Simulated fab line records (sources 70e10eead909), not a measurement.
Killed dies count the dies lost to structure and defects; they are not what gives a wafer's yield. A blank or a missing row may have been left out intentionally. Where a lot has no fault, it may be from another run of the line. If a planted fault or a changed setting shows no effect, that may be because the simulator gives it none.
The tool behind it: which one? || flow nand_harc || 42 wafers from 14 lots sampled at 3 of the route's 1302 steps

== WHAT THE GAUGES SHOWED, per wafer ==
NHARC_A_BONDPAD_THK_MEAS_30: measures by ellipsometry. Usual: thk_nm 200.0 nm, standard deviation 1.6.
{"lot": "L865", "measured": "day 23 09:26", "on": "film_metro-02", "thk_nm (nm)": "197.3 199.8 198.9", "flag": ""}
{"lot": "L863", "measured": "day 23 10:44", "on": "film_metro-01", "thk_nm (nm)": "200.8 201.2 202.3", "flag": ""}
{"lot": "L867", "measured": "day 24 09:29", "on": "film_metro-01", "thk_nm (nm)": "198.5 200.4 202.0", "flag": ""}
{"lot": "L869", "measured": "day 25 15:38", "on": "film_metro-01", "thk_nm (nm)": "199.4 198.4 199.5", "flag": ""}
{"lot": "L870", "measured": "day 26 09:37", "on": "film_metro-01", "thk_nm (nm)": "200.3 200.3 198.4", "flag": ""}
{"lot": "L872", "measured": "day 27 03:25", "on": "film_metro-02", "thk_nm (nm)": "202.1 196.6 200.8", "flag": ""}
{"lot": "L877", "measured": "day 28 22:58", "on": "film_metro-02", "thk_nm (nm)": "197.9 200.2 200.3", "flag": ""}
{"lot": "L878", "measured": "day 29 03:38", "on": "film_metro-02", "thk_nm (nm)": "199.7 198.6 198.7", "flag": ""}
{"lot": "L880", "measured": "day 30 09:27", "on": "film_metro-01", "thk_nm (nm)": "198.0 200.8 201.2", "flag": ""}
{"lot": "L881", "measured": "day 30 14:01", "on": "film_metro-02", "thk_nm (nm)": "200.9 198.4 199.3", "flag": ""}
{"lot": "L883", "measured": "day 31 05:02", "on": "film_metro-02", "thk_nm (nm)": "201.0 201.5 202.6", "flag": ""}
{"lot": "L885", "measured": "day 31 17:46", "on": "film_metro-02", "thk_nm (nm)": "199.9 201.0 200.9", "flag": ""}
{"lot": "L884", "measured": "day 31 20:00", "on": "film_metro-01", "thk_nm (nm)": "198.8 202.8 201.0", "flag": ""}
{"lot": "L886", "measured": "day 32 15:02", "on": "film_metro-02", "thk_nm (nm)": "202.6 201.7 201.9", "flag": ""}

NHARC_HYBRID_BOND_OVL_MEAS_05. Usual: overlay_x_nm 1 nm, standard deviation 31; overlay_y_nm 0 nm, standard deviation 31.
{"lot": "L865", "measured": "day 23 21:56", "on": "overlay-01", "overlay_x_nm (nm)": "-5 8 67", "overlay_y_nm (nm)": "-11 29 17", "flag": ""}
{"lot": "L863", "measured": "day 23 21:56", "on": "overlay-02", "overlay_x_nm (nm)": "-51 34 42", "overlay_y_nm (nm)": "-22 20 -43", "flag": ""}
{"lot": "L867", "measured": "day 24 22:13", "on": "overlay-02", "overlay_x_nm (nm)": "9 -10 34", "overlay_y_nm (nm)": "5 12 -7", "flag": ""}
{"lot": "L869", "measured": "day 26 04:46", "on": "overlay-02", "overlay_x_nm (nm)": "-38 -16 -70", "overlay_y_nm (nm)": "4 -53 33", "flag": ""}
{"lot": "L870", "measured": "day 26 23:50", "on": "overlay-01", "overlay_x_nm (nm)": "14 11 -4", "overlay_y_nm (nm)": "-48 8 -23", "flag": ""}
{"lot": "L872", "measured": "day 27 16:16", "on": "overlay-01", "overlay_x_nm (nm)": "24 31 29", "overlay_y_nm (nm)": "51 -20 20", "flag": ""}
{"lot": "L877", "measured": "day 29 11:40", "on": "overlay-01", "overlay_x_nm (nm)": "-16 34 46", "overlay_y_nm (nm)": "22 -2 10", "flag": ""}
{"lot": "L878", "measured": "day 29 20:22", "on": "overlay-02", "overlay_x_nm (nm)": "-3 -12 -7", "overlay_y_nm (nm)": "-33 14 -31", "flag": ""}
{"lot": "L880", "measured": "day 31 01:38", "on": "overlay-01", "overlay_x_nm (nm)": "-88 0 -55", "overlay_y_nm (nm)": "-9 49 -43", "flag": ""}
{"lot": "L881", "measured": "day 31 01:38", "on": "overlay-02", "overlay_x_nm (nm)": "0 3 22", "overlay_y_nm (nm)": "43 10 -5", "flag": ""}
{"lot": "L883", "measured": "day 31 21:29", "on": "overlay-01", "overlay_x_nm (nm)": "31 26 18", "overlay_y_nm (nm)": "-27 80 19", "flag": ""}
{"lot": "L885", "measured": "day 32 11:34", "on": "overlay-02", "overlay_x_nm (nm)": "8 -74 29", "overlay_y_nm (nm)": "-44 29 36", "flag": ""}
{"lot": "L884", "measured": "day 32 11:35", "on": "overlay-02", "overlay_x_nm (nm)": "7 12 -8", "overlay_y_nm (nm)": "-23 -6 -21", "flag": ""}
{"lot": "L886", "measured": "day 33 03:48", "on": "overlay-02", "overlay_x_nm (nm)": "-18 1 14", "overlay_y_nm (nm)": "57 18 -30", "flag": ""}

== EACH LOT AND THE TOOL THAT RAN IT (in order: tool; ch and the chambers of the sampled wafers; start) ==
{"lot": "L865", "NHARC_A_BONDPAD_ANNEAL_28": "rtp_anneal-02 ch 0, day 23 11:53"}
{"lot": "L863", "NHARC_A_BONDPAD_ANNEAL_28": "rtp_anneal-01 ch 0, day 23 13:11"}
{"lot": "L867", "NHARC_A_BONDPAD_ANNEAL_28": "rtp_anneal-01 ch 0, day 24 11:52"}
{"lot": "L869", "NHARC_A_BONDPAD_ANNEAL_28": "rtp_anneal-02 ch 0, day 25 18:06"}
{"lot": "L870", "NHARC_A_BONDPAD_ANNEAL_28": "rtp_anneal-01 ch 0, day 26 13:35"}
{"lot": "L872", "NHARC_A_BONDPAD_ANNEAL_28": "rtp_anneal-02 ch 0, day 27 05:57"}
{"lot": "L877", "NHARC_A_BONDPAD_ANNEAL_28": "rtp_anneal-01 ch 0, day 29 01:27"}
{"lot": "L878", "NHARC_A_BONDPAD_ANNEAL_28": "rtp_anneal-02 ch 0, day 29 06:11"}
{"lot": "L880", "NHARC_A_BONDPAD_ANNEAL_28": "rtp_anneal-02 ch 0, day 30 12:05"}
{"lot": "L881", "NHARC_A_BONDPAD_ANNEAL_28": "rtp_anneal-02 ch 0, day 30 16:28"}
{"lot": "L883", "NHARC_A_BONDPAD_ANNEAL_28": "rtp_anneal-02 ch 0, day 31 07:29"}
{"lot": "L885", "NHARC_A_BONDPAD_ANNEAL_28": "rtp_anneal-01 ch 0, day 31 20:09"}
{"lot": "L884", "NHARC_A_BONDPAD_ANNEAL_28": "rtp_anneal-01 ch 0, day 31 22:31"}
{"lot": "L886", "NHARC_A_BONDPAD_ANNEAL_28": "rtp_anneal-02 ch 0, day 32 17:27"}
- NHARC_A_BONDPAD_ANNEAL_28: time 90 s.

== WHAT THE TOOLS THEMSELVES READ (means of the sampled wafers that have a number; where no wafer has one, the mark that the record gives instead) ==
NHARC_A_BONDPAD_ANNEAL_28. Usual: wafer_temp_C_max 226.3, standard deviation 0.36.
{"lot": "L865", "tool": "rtp_anneal-02", "wafer_temp_C_max": 226.0, "flag": ""}
{"lot": "L863", "tool": "rtp_anneal-01", "wafer_temp_C_max": 226.2, "flag": ""}
{"lot": "L867", "tool": "rtp_anneal-01", "wafer_temp_C_max": 226.4, "flag": ""}
{"lot": "L869", "tool": "rtp_anneal-02", "wafer_temp_C_max": 226.3, "flag": ""}
{"lot": "L870", "tool": "rtp_anneal-01", "wafer_temp_C_max": 226.5, "flag": ""}
{"lot": "L872", "tool": "rtp_anneal-02", "wafer_temp_C_max": 225.9, "flag": ""}
{"lot": "L877", "tool": "rtp_anneal-01", "wafer_temp_C_max": 226.5, "flag": ""}
{"lot": "L878", "tool": "rtp_anneal-02", "wafer_temp_C_max": 226.1, "flag": ""}
{"lot": "L880", "tool": "rtp_anneal-02", "wafer_temp_C_max": 226.0, "flag": ""}
{"lot": "L881", "tool": "rtp_anneal-02", "wafer_temp_C_max": 226.6, "flag": ""}
{"lot": "L883", "tool": "rtp_anneal-02", "wafer_temp_C_max": 226.0, "flag": ""}
{"lot": "L885", "tool": "rtp_anneal-01", "wafer_temp_C_max": 227.0, "flag": ""}
{"lot": "L884", "tool": "rtp_anneal-01", "wafer_temp_C_max": 226.8, "flag": ""}
{"lot": "L886", "tool": "rtp_anneal-02", "wafer_temp_C_max": 226.4, "flag": ""}

== THE ANSWER, worked out from the rows above alone ==
Rule: lot off if the mean of its wafers having a number is beyond 3 standard deviations from the usual mean. Also off: a lot with no number at a reading for which 4 or more lots have one. Any other lot the step has rows for is counted as sound. Order of review: gauges by route order, followed by the tools' own readings, for which a lot's mean as printed above is used. At the first step where some lot is off, the reading lying furthest off is the one used; lots without a number count as furthest.
None of the lots is off at any reading shown; this tells nothing.

== WHAT THE SIMULATOR PUT IN ==
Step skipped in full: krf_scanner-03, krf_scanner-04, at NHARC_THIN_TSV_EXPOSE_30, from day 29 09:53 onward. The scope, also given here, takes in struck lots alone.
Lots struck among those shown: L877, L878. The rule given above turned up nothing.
